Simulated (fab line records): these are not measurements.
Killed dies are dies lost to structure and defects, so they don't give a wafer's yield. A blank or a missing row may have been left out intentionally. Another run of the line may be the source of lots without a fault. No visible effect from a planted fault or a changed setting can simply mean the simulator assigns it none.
A sampling plan put to the test ; flow nand-harc ; each of the 35 faults these records tell of, on one fab line, judged from the records of the lots it struck
The line's own looks make up the plan; these are the steps of the route where a gauge or inspection reads the wafer and leaves it unchanged. A look is open to judgement when struck wafers have a number at it and the file gives its usual mean and standard deviation on fault-free wafers. Caught: at a look after the fault's first step, the mean of the struck wafers lies 4 or more of those standard deviations (sigma) from the usual mean. On the tool: the identical test, applied to the tool's own readings at the steps of the fault. A different recipe on the struck wafers counts as caught too, as does a record blank only for those wafers.

== THE FAULTS, as the simulator had put them in ==
1. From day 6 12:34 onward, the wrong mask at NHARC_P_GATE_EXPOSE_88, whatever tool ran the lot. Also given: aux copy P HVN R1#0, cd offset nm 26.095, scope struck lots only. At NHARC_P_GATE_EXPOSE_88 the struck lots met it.
2. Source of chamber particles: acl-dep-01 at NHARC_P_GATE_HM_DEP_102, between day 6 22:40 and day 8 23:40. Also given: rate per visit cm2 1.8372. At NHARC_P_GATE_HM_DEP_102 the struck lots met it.
3. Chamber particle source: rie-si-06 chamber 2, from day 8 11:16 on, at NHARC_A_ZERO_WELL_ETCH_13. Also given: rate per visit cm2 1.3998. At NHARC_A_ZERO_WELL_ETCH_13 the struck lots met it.
4. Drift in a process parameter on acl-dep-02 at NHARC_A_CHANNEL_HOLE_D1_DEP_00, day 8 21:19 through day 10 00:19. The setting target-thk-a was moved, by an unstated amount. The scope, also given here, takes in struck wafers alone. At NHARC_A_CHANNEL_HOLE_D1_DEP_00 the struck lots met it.
5. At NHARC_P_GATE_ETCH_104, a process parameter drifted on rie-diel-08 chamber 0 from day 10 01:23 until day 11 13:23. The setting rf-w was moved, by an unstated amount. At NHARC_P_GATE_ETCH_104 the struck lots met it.
6. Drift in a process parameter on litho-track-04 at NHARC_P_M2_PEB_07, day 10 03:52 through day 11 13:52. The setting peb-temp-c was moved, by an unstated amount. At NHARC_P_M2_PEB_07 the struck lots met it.
7. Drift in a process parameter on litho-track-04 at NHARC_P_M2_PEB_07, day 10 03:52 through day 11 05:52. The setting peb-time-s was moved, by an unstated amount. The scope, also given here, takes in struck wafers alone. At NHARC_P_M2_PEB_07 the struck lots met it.
8. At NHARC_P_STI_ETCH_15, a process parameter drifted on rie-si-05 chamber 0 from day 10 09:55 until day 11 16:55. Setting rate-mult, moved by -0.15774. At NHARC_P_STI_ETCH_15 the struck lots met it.
9. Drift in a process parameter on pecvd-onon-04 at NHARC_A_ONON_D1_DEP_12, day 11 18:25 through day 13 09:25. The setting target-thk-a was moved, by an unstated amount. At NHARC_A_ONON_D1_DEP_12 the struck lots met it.
10. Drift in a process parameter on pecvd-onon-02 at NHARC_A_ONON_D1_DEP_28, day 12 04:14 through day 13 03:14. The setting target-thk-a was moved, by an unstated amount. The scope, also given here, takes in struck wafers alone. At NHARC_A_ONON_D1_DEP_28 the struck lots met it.
11. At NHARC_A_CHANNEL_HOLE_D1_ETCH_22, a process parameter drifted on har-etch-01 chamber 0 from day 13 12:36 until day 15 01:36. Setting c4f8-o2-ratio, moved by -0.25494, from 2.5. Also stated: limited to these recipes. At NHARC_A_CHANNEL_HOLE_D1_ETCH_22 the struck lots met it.
12. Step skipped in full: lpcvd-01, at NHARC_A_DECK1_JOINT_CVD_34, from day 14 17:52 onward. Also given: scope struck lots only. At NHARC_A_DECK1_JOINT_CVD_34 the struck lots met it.
13. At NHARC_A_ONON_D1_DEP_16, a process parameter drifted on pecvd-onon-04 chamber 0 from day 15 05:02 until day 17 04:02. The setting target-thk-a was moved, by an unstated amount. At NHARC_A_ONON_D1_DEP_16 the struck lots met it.
14. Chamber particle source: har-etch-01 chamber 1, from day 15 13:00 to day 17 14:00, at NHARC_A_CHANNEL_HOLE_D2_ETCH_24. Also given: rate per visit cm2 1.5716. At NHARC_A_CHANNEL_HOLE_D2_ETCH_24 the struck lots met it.
15. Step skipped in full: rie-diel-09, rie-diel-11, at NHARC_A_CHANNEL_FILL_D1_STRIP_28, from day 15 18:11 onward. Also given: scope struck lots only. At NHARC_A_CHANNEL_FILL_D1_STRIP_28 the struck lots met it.
16. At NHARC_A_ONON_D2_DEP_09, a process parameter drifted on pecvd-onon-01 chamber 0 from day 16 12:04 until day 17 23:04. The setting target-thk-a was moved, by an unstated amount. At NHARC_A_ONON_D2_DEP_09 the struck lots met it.
17. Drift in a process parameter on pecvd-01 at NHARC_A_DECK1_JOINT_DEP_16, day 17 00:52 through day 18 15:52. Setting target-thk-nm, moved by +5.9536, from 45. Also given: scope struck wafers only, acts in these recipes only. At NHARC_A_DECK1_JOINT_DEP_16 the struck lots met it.
18. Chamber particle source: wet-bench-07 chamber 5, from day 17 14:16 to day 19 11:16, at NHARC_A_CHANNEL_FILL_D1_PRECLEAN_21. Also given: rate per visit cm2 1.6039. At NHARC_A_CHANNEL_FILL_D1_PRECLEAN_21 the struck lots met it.
19. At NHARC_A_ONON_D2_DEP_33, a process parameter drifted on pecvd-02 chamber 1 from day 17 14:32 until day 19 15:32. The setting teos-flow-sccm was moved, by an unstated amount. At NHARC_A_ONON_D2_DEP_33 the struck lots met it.
20. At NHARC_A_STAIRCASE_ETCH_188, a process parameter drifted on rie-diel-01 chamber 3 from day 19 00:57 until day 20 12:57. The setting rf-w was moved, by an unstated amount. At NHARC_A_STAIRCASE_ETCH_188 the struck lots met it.
21. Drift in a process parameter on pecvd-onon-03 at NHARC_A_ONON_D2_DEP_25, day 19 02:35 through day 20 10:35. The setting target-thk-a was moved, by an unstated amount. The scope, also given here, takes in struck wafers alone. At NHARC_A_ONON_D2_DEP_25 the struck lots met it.
22. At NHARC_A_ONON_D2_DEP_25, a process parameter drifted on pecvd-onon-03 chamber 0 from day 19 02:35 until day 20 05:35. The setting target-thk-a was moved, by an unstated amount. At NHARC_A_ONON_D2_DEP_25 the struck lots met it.
23. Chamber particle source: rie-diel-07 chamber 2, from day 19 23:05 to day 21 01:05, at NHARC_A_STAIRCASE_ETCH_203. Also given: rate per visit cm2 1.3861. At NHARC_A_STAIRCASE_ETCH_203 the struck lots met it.
24. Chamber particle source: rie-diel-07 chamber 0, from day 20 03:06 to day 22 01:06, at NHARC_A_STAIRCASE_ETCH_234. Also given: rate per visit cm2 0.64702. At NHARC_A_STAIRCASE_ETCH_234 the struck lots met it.
25. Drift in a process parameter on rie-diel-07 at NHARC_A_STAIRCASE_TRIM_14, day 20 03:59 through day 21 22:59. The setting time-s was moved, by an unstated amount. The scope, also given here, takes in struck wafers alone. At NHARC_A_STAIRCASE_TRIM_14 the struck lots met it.
26. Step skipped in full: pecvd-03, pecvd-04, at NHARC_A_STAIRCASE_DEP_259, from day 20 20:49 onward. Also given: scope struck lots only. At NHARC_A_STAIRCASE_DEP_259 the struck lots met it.
27. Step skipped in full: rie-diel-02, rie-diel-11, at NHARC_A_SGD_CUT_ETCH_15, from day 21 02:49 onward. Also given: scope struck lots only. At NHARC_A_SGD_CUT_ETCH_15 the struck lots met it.
28. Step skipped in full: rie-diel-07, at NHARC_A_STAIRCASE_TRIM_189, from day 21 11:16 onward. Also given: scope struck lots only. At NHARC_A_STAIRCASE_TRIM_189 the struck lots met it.
29. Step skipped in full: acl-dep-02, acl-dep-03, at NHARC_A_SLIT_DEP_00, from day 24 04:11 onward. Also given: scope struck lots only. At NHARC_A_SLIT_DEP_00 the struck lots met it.
30. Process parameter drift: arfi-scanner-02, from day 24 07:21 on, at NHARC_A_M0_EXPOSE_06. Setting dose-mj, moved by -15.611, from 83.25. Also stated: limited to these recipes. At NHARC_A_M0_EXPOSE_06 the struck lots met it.
31. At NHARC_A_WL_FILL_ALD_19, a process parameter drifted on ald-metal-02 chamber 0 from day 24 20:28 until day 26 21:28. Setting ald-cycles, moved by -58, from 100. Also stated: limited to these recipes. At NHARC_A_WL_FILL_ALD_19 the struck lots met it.
32. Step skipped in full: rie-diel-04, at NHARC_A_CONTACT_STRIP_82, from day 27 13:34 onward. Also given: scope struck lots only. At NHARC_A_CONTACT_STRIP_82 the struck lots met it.
33. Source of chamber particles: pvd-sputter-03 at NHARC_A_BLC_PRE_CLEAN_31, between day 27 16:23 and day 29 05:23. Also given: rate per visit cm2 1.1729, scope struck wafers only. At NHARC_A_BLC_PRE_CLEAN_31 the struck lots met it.
34. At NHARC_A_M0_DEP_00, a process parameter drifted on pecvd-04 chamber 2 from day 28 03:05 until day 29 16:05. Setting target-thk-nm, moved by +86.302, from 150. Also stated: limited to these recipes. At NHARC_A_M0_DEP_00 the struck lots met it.
35. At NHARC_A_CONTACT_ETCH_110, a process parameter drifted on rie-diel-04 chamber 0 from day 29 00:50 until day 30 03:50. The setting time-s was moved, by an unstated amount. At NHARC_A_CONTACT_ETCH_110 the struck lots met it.

== WHAT THE PLAN SAW ==
fault;on the tool itself;first look that catches it;reading, sigma;median hours from its first step to that look;hours from the fault's start to the first struck lot there;judged looks passed uncaught
1;no reading that can be judged;NHARC_P_GATE_CD_MEAS_91;cd-nm +16;0.2;6;0
2;under 2 sigma;NHARC_P_GATE_INSPECT_28;raw-defect-count +99 or beyond;1.4;9;0
3;under 2 sigma;NHARC_A_ZERO_WELL_INSPECT_17;raw-defect-count +99 or beyond;1.1;15;0
4;under 2 sigma;NHARC_END_SORT_01;killed-at-array +41;386.3;384;0
5;rf-fwd-power-W -87 sigma;no look after it can be judged;-;-;-;0
6;plate-temp-C +63 sigma;NHARC_P_M2_CD_MEAS_09;cd-nm +36;0.1;0;0
7;heater-power-total-W +99 or beyond sigma;NHARC_P_M2_CD_MEAS_09;cd-nm -23;0.1;0;0
8;oes-product-au -9.2 sigma;NHARC_P_STI_OCD_MEAS_17;trench-depth-nm -10;0.2;29;0
9;no reading that can be judged;NHARC_A_ONON_D1_THK_MEAS_14;thk-nm +48;0.4;6;0
10;no reading that can be judged;NHARC_A_ONON_D1_THK_MEAS_30;thk-nm -34;0.5;6;0
11;under 2 sigma;no look after it can be judged;-;-;-;0
12;the tool's record is blank for the struck wafers;NHARC_END_SORT_01;killed-dies +41;317.3;320;0
13;no reading that can be judged;NHARC_A_ONON_D1_THK_MEAS_18;thk-nm +67;0.5;10;0
14;under 2 sigma;NHARC_A_CHANNEL_HOLE_D2_INSPECT_40;raw-defect-count +10;3.1;22;0
15;the tool's record is blank for the struck wafers;NHARC_END_SORT_01;killed-dies +41;343.0;335;0
16;no reading that can be judged;NHARC_A_ONON_D2_THK_MEAS_11;thk-nm +74;0.5;12;0
17;under 2 sigma;NHARC_A_DECK1_JOINT_THK_MEAS_17;thk-nm +4.1;0.2;3;0
18;no reading that can be judged;NHARC_END_SORT_01;killed-dies +4.8;342.5;348;1
19;mfc-precursor-sccm +76 sigma;NHARC_A_ONON_D2_THK_MEAS_34;thk-nm +14;0.4;3;0
20;rf-fwd-power-W +99 or beyond sigma;NHARC_END_SORT_01;killed-at-array +41;215.8;224;0
21;no reading that can be judged;NHARC_A_ONON_D2_THK_MEAS_27;thk-nm +57;0.5;12;0
22;no reading that can be judged;NHARC_A_ONON_D2_THK_MEAS_27;thk-nm +51;0.5;12;0
23;under 2 sigma;NHARC_END_SORT_01;killed-dies +6.7;214.0;225;0
24;under 2 sigma;not the one look that can be judged after it;strongest: killed-dies at NHARC_END_SORT_01, +3.2;-;-;1
25;run-length-s -99 or beyond sigma;NHARC_END_SORT_01;killed-dies +41;221.4;219;0
26;the tool's record is blank for the struck wafers;NHARC_END_SORT_01;killed-at-array +41;210.5;214;0
27;the tool's record is blank for the struck wafers;NHARC_END_SORT_01;killed-at-array +41;131.8;137;0
28;the tool's record is blank for the struck wafers;NHARC_END_SORT_01;killed-dies +41;203.6;205;0
29;the tool's record is blank for the struck wafers;NHARC_END_SORT_01;killed-at-array +41;123.9;122;0
30;exposure-dose-mJ-cm2 -99 or beyond sigma;NHARC_A_M0_CD_MEAS_09;cd-nm -18;0.1;4;0
31;under 2 sigma;NHARC_END_SORT_01;killed-dies +41;91.1;125;1
32;the tool's record is blank for the struck wafers;NHARC_END_SORT_01;killed-dies +41;57.8;59;0
33;no reading that can be judged;NHARC_END_SORT_01;killed-at-array +6.3;44.3;51;1
34;no reading that can be judged;NHARC_END_SORT_01;defect-limited-yield -41;43.9;46;0
35;run-length-s -8.7 sigma;NHARC_END_SORT_01;killed-dies +8.0;47.5;67;0
A dash: this means the fault isn't caught or the number doesn't appear in these records.

Caught at a look: 32 of 35. Caught on the tool: 16 of 35. By one or the other: 33 of 35.
Caught on the tool alone: fault 5.
Caught at a look alone: faults 1, 2, 3, 4, 9, 10, 13, 14, 16, 17, 18, 21, 22, 23, 31, 33, 34.
Caught by neither: faults 11, 24.

== THINNER SAMPLING ==
Were the look that catches a fault to measure just every second or every third lot (counted by lot number), the first struck lot would, at worst, be measured this late:
fault;struck lots at that look, in order of time;every lot;every second lot;every third lot
1;L633;6 h;may miss it;may miss it
2;L268, L271;9 h;44 h;may miss all 2
3;L743, L744;15 h;34 h;may miss all 2
4;L863, L862, L865;384 h;384 h;may miss all 3
6;L128, L131;0 h;24 h;may miss all 2
7;L963, L966;0 h;24 h;may miss all 2
8;L132;29 h;may miss it;may miss it
9;L755, L758;6 h;31 h;may miss all 2
10;L253, L254;6 h;23 h;may miss all 2
12;L885, L884, L886;320 h;327 h;348 h
13;L687, L690;10 h;26 h;may miss all 2
14;L748, L749;22 h;35 h;may miss all 2
15;L537, L538, L539;335 h;342 h;367 h
16;L120, L122;12 h;may miss all 2;may miss all 2
17;L206, L208;3 h;may miss all 2;may miss all 2
18;L368, L370;348 h;may miss all 2;may miss all 2
19;L729, L732;3 h;25 h;may miss all 2
20;L993, L995;224 h;may miss all 2;may miss all 2
21;L284, L286;12 h;may miss all 2;may miss all 2
22;L230, L232;12 h;may miss all 2;may miss all 2
23;L166;225 h;may miss it;may miss it
25;L528, L527;219 h;222 h;may miss all 2
26;L632, L631;214 h;219 h;may miss all 2
27;L800, L801;137 h;159 h;may miss all 2
28;L957, L958;205 h;230 h;may miss all 2
29;L305, L306;122 h;140 h;may miss all 2
30;L274, L275;4 h;20 h;may miss all 2
31;L428;125 h;may miss it;may miss it
32;L449, L452, L454;59 h;59 h;may miss all 3
33;L714;51 h;may miss it;may miss it
34;L459, L460;46 h;70 h;may miss all 2
35;L603;67 h;may miss it;may miss it
Hours are from the fault's start to the first struck lot that is measured. The test against the limit of 4 sigma pooled every struck wafer, which means one lot taken alone may stay below that limit. Other struck lots may not be in these records.

== THE LONGEST TIMED WAY FROM STEP TO LOOK ==
In fault 4, a median of 386.3 hours elapses between NHARC_A_CHANNEL_HOLE_D1_DEP_00 and NHARC_END_SORT_01. No look between them can be judged.
